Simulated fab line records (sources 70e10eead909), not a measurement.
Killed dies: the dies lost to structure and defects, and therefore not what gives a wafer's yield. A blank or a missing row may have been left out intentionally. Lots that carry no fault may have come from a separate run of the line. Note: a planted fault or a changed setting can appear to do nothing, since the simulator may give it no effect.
fab line records	flow nand_harc
[record] lots = 13	wafers = 39	last_day = 33
route steps=1302 shown A_SLIT@935 A_SIN_REMOVE@951 A_WL_FILL@957
lots untouched by any fault: they come from a run of this same line in which no faults occurred
start_h: start of the lot's first displayed wafer, in hours after the record's first day	wait_h: how many hours have passed since the lot's step before this one	" as in the row above	L1.1+2: several wafers, shown together as one row	- no value, or no start given	* or withheld: withheld	< > ~ a bound
route shown NAME@n: a module of which the file shows steps, and the number in the route of the first	usual: mean/standard deviation taken from wafers without a fault	same: alike in all rows	chamber/n: place in a boat	sites: the reading at each site	_std_site: standard deviation across them	_edge_site: inner sites' mean taken away from outer sites' mean	radius_mm: how far each site lies from the wafer's centre	mask NAME#n: copy n	behind: the most recent tool/chamber to have shaped the wafer	hold: why the lot went on hold/how many hours it stayed there/how the hold came to an end	device: whichever transistor did not switch (one of n, p or np)	end of line: tests of these same wafers at the route's end	a step without rows: its recipe alone	killed: the dies lost at the first sort to structure and to defects; this is not the yield of the wafer	map: a wafer's dies, x killed, . not, _ none there
set.NAME: the setting as run; set.NAME@STEP: as run at that earlier step	model.NAME: the simulator's own value behind a step, which no gauge read
route steps across a sampled set of lots; one table per step, one row per wafer
services: a tool's chamber out of use, with start hour (start_h, from the record's first day; less than 0 if before it), hours out, and reason
[[steps]]
[step NHARC_A_SLIT_INSPECT_11]
[usual] raw_defect_count = 61/23
lot.wafer	tool	chamber	start_h	wait_h	raw_defect_count
L600.2	defect_inspect-01	-	460.38	0.0	103
L600.3	"	-	"	"	111
L600.5	"	-	"	"	107
L602.1	defect_inspect-02	-	468.82	0.0	71
L602.3	"	-	"	"	59
L602.4	"	-	"	"	59
L601.2	defect_inspect-02	-	468.97	0.0	58
L601.4	"	-	"	"	50
L601.6	"	-	"	"	56
L599.1	defect_inspect-02	-	469.12	0.0	18
L599.5	"	-	"	"	20
L599.6	"	-	"	"	13
L603.1	defect_inspect-02	-	487.57	0.0	65
L603.2	"	-	"	"	82
L603.5	"	-	"	"	70
L607.1	defect_inspect-02	-	517.35	0.0	69
L607.2	"	-	"	"	76
L607.5	"	-	"	"	80
L612.2	defect_inspect-02	-	596.98	0.0	74
L612.3	"	-	"	"	94
L612.4	"	-	"	"	84
L615.2	defect_inspect-01	-	600.31	0.0	51
L615.3	"	-	"	"	55
L615.4	"	-	"	"	69
L616.2	defect_inspect-01	-	625.58	0.0	72
L616.4	"	-	"	"	58
L616.6	"	-	"	"	63
L619.1	defect_inspect-02	-	647.40	0.0	21
L619.2	"	-	"	"	26
L619.6	"	-	"	"	24
L620.3	defect_inspect-02	-	655.10	0.0	61
L620.4	"	-	"	"	56
L620.6	"	-	"	"	65
L621.3	defect_inspect-01	-	680.96	0.0	84
L621.4	"	-	"	"	78
L621.5	"	-	"	"	90
L622.3	defect_inspect-01	-	686.90	0.0	38
L622.4	"	-	"	"	21
L622.5	"	-	"	"	36
[step NHARC_A_SLIT_DESCUM_14]
[recipe] time_s = 3	o2_flow_sccm = 200	ar_flow_sccm = 0	bias_power_w = 0	chemistry = O2
[usual] drypump_motor_current_A = 5.7/0.42	oes_product_au = 0.996/0.011	rf_vpp_V = 57.6/0.88	showerhead_plenum_p_Torr = 1.88/0.059	throttle_valve_pct = 11.310/0.0098
[same] time_s = 3
lot.wafer	tool	chamber	start_h	wait_h	drypump_motor_current_A	oes_product_au	rf_hours_counter_h	rf_vpp_V	showerhead_plenum_p_Torr	throttle_valve_pct
L600.2	rie_diel-11	3	460.46	0.1	5.8	1.012	1.0	56.8	1.90	11.292
L600.3	"	0	"	"	5.7	0.996	0.8	58.1	1.88	11.295
L600.5	"	1	"	"	5.3	0.992	-	56.7	1.90	11.309
L602.3	rie_diel-06	2	468.89	0.1	6.3	0.993	8.2	58.6	1.91	11.296
L602.1	"	0	"	"	5.1	1.003	7.5	57.2	1.82	11.327
L602.4	"	0	"	"	5.1	1.010	-	57.2	1.82	11.322
L601.4	rie_diel-02	1	469.05	0.1	5.8	1.012	2.1	57.1	1.96	11.310
L601.2	"	2	"	"	4.9	1.015	2.3	57.9	1.80	11.309
L601.6	"	0	"	"	5.7	0.999	-	58.0	1.80	11.316
L599.1	rie_diel-02	2	469.19	0.1	4.9	1.016	2.4	57.2	1.80	11.307
L599.5	"	1	"	"	5.8	0.992	-	58.4	1.96	11.309
L599.6	"	2	"	"	4.9	0.997	-	57.4	1.80	11.314
L603.2	rie_diel-02	2	487.63	0.1	4.9	1.013	3.7	57.1	1.80	11.312
L603.1	"	0	"	"	5.8	1.001	4.6	57.4	1.80	11.319
L603.5	"	2	"	"	4.9	1.017	-	58.2	1.80	11.310
L607.1	rie_diel-02	1	517.41	0.1	5.8	0.997	5.8	58.7	1.95	11.289
L607.2	"	3	"	"	6.3	0.988	7.0	56.5	1.83	11.321
L607.5	"	2	"	"	4.9	1.013	-	58.2	1.80	11.307
L612.3	rie_diel-11	2	597.05	0.1	6.1	0.998	6.1	58.3	1.95	11.302
L612.2	"	3	"	"	5.8	0.996	7.8	57.6	1.89	11.306
L612.4	"	0	"	"	5.7	0.992	6.4	57.2	1.88	11.287
L615.3	rie_diel-06	0	600.37	0.1	5.1	1.002	5.5	56.8	1.81	11.336
L615.4	"	2	"	"	6.2	1.006	5.8	59.1	1.90	11.296
L615.2	"	3	"	"	6.0	0.993	4.9	58.0	2.01	11.308
L616.2	rie_diel-11	0	625.64	0.1	5.7	1.011	0.2	57.5	1.88	11.302
L616.4	"	1	"	"	5.3	1.004	0.3	56.1	1.90	11.307
L616.6	"	0	"	"	5.7	1.011	-	57.6	1.88	11.300
L619.2	rie_diel-02	0	647.47	0.1	5.7	0.982	3.4	56.8	1.80	11.314
L619.1	"	2	"	"	4.9	1.010	4.1	57.2	1.80	11.315
L619.6	"	3	"	"	6.4	0.977	-	58.1	1.83	11.310
L620.4	rie_diel-06	0	655.16	0.1	5.1	0.995	8.7	57.3	1.81	11.313
L620.3	"	3	"	"	6.1	0.977	7.9	58.4	2.01	11.312
L620.6	"	1	"	"	5.7	1.009	-	57.7	1.92	11.298
L621.4	rie_diel-11	0	681.03	0.1	5.7	1.004	1.5	56.4	1.88	11.319
L621.3	"	1	"	"	5.3	0.987	2.3	58.0	1.90	11.312
L621.5	"	3	"	"	5.8	0.995	-	57.3	1.89	11.316
L622.3	rie_diel-11	1	686.97	0.1	5.3	0.994	3.4	56.6	1.90	11.313
L622.4	"	2	"	"	6.1	1.016	3.3	56.4	1.95	11.290
L622.5	"	3	"	"	5.8	0.992	-	58.2	1.89	11.303
[step NHARC_A_SIN_REMOVE_INSPECT_04]
[usual] raw_defect_count = 390/100
lot.wafer	tool	chamber	start_h	wait_h	raw_defect_count
L600.2	defect_inspect-02	-	472.68	0.0	348
L600.3	"	-	"	"	391
L600.5	"	-	"	"	483
L602.1	defect_inspect-02	-	482.01	0.0	402
L602.3	"	-	"	"	370
L602.4	"	-	"	"	321
L601.2	defect_inspect-02	-	482.05	0.0	259
L601.4	"	-	"	"	262
L601.6	"	-	"	"	375
L599.1	defect_inspect-02	-	485.68	0.0	292
L599.5	"	-	"	"	352
L599.6	"	-	"	"	318
L603.1	defect_inspect-01	-	500.52	0.0	304
L603.2	"	-	"	"	558
L603.5	"	-	"	"	496
L607.1	defect_inspect-01	-	529.00	0.0	343
L607.2	"	-	"	"	305
L607.5	"	-	"	"	329
L612.2	defect_inspect-02	-	613.45	0.0	420
L612.3	"	-	"	"	638
L612.4	"	-	"	"	530
L615.2	defect_inspect-02	-	617.24	0.0	406
L615.3	"	-	"	"	534
L615.4	"	-	"	"	470
L616.2	defect_inspect-01	-	647.48	0.0	505
L616.4	"	-	"	"	589
L616.6	"	-	"	"	543
L619.1	defect_inspect-02	-	661.60	0.0	368
L619.2	"	-	"	"	320
L619.6	"	-	"	"	304
L620.3	defect_inspect-01	-	670.94	0.0	371
L620.4	"	-	"	"	316
L620.6	"	-	"	"	467
L621.3	defect_inspect-02	-	694.00	0.0	390
L621.4	"	-	"	"	294
L621.5	"	-	"	"	340
L622.3	defect_inspect-02	-	702.00	0.0	264
L622.4	"	-	"	"	275
L622.5	"	-	"	"	333
[step NHARC_A_WL_FILL_ETCHBACK_04]
[recipe] target_depth_a = 600	time_s = 120	chemistry = NF3
[usual] drypump_motor_current_A = 5.7/0.44	oes_product_au = 1.000/0.012
[same] time_s = 120
lot.wafer	tool	chamber	start_h	wait_h	drypump_motor_current_A	oes_product_au	rf_hours_counter_h
L600.2	rie_metal-01	0	474.05	0.3	4.8	1.009	1.0
L600.3	"	1	"	"	5.5	1.004	-
L600.5	"	0	"	"	4.8	1.009	-
L602.1	rie_metal-02	1	484.98	0.3	5.7	1.000	0.5
L602.3	"	1	"	"	5.7	0.994	-
L602.4	"	0	"	"	5.5	1.005	-
L601.2	rie_metal-03	1	485.14	0.3	5.8	0.988	2.3
L601.4	"	0	"	"	6.5	0.998	-
L601.6	"	1	"	"	5.8	0.976	-
L599.1	rie_metal-03	0	488.11	0.3	6.5	1.002	2.5
L599.6	"	0	"	"	6.5	0.996	-
L599.5	"	1	"	"	5.8	0.993	-
L603.2	rie_metal-01	0	501.88	0.3	4.9	0.999	1.6
L603.1	"	1	"	"	5.5	1.013	1.6
L603.5	"	0	"	"	4.8	0.999	-
L607.1	rie_metal-03	0	530.67	0.3	6.5	0.990	0.0
L607.2	"	1	"	"	5.8	0.970	0.0
L607.5	"	0	"	"	6.5	1.004	-
L612.2	rie_metal-03	0	614.80	0.3	6.5	0.938	1.5
L612.4	"	0	"	"	6.5	0.951	-
L612.3	"	1	"	"	5.8	0.941	-
L615.2	rie_metal-03	1	620.76	0.3	5.8	0.940	1.1
L615.4	"	1	"	"	5.8	0.935	-
L615.3	"	0	"	"	6.5	0.942	-
L616.2	rie_metal-02	0	648.88	0.3	5.6	1.004	0.0
L616.4	"	0	"	"	5.5	1.005	-
L616.6	"	1	"	"	5.7	1.004	-
L619.2	rie_metal-02	1	663.26	0.3	5.7	1.010	0.5
L619.1	"	0	"	"	5.6	1.007	0.5
L619.6	"	1	"	"	5.7	1.003	-
L620.4	rie_metal-01	0	672.36	0.2	4.8	0.996	-
L620.3	"	1	"	"	5.5	0.994	-
L620.6	"	1	"	"	5.5	0.997	-
L621.3	rie_metal-02	1	695.42	0.2	5.7	1.009	-
L621.4	"	0	"	"	5.5	1.008	-
L621.5	"	0	"	"	5.5	1.011	-
L622.4	rie_metal-02	0	703.58	0.2	5.5	0.996	-
L622.3	"	1	"	"	5.7	1.004	-
L622.5	"	1	"	"	5.7	1.011	-
[[services]]
tool	chamber	start_h	hours	kind
rie_metal-03	-	445.93	1.6	repair
rie_metal-02	-	454.00	9.0	pm
rie_diel-06	3	462.93	16.6	repair
rie_diel-11	-	468.65	0.8	repair
rie_diel-06	-	484.22	9.0	pm
rie_diel-11	3	494.17	3.7	repair
rie_diel-06	3	503.65	4.3	repair
rie_diel-11	-	510.07	1.7	repair
rie_metal-03	-	519.00	9.0	pm
rie_diel-02	2	526.87	5.0	repair
rie_diel-11	0	556.27	22.8	repair
rie_diel-02	-	570.73	9.0	pm
rie_diel-11	2	574.22	5.0	repair
rie_metal-03	-	580.86	1.5	repair
rie_diel-11	-	609.50	9.0	pm
rie_diel-02	1	614.77	5.5	repair
rie_metal-03	-	622.71	2.1	repair
rie_diel-11	-	625.14	0.3	repair
rie_metal-03	1	625.49	9.5	repair
rie_diel-02	-	627.10	0.5	repair
rie_metal-02	-	631.00	9.0	pm
rie_diel-02	1	644.09	16.7	repair
rie_diel-11	1	651.62	2.1	repair
rie_metal-03	-	696.00	9.0	pm
[[key]]
[first_sign] step = NHARC_A_WL_FILL_ETCHBACK_04	reading = oes_product_au	direction = down	sigmas = 5	usual = 1.000	struck = 0.941
effect none on later readings
met_at NHARC_A_WL_FILL_ETCHBACK_04
struck_lots L612,L615
tester_left_out L612,L615
not_acting_at NHARC_A_SLIT_INSPECT_11,NHARC_A_SLIT_DESCUM_14,NHARC_A_SIN_REMOVE_INSPECT_04
onset_between 530.67 614.80
[fault] kind = process_parameter_drift	tool = rie_metal-03	chamber = -	onset_h = 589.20	steps = NHARC_A_WL_FILL_ETCHBACK_04	channel = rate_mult	offset = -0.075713	shape = step	end_h = 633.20
// tester_left_out: of these lots the tester's yield and bins aren't shown, on N5 and GAA mostly nor the transistor test; their killed dies are dies lost to structure and defects alone, not to doping, threshold or leakage, so they don't give the yield
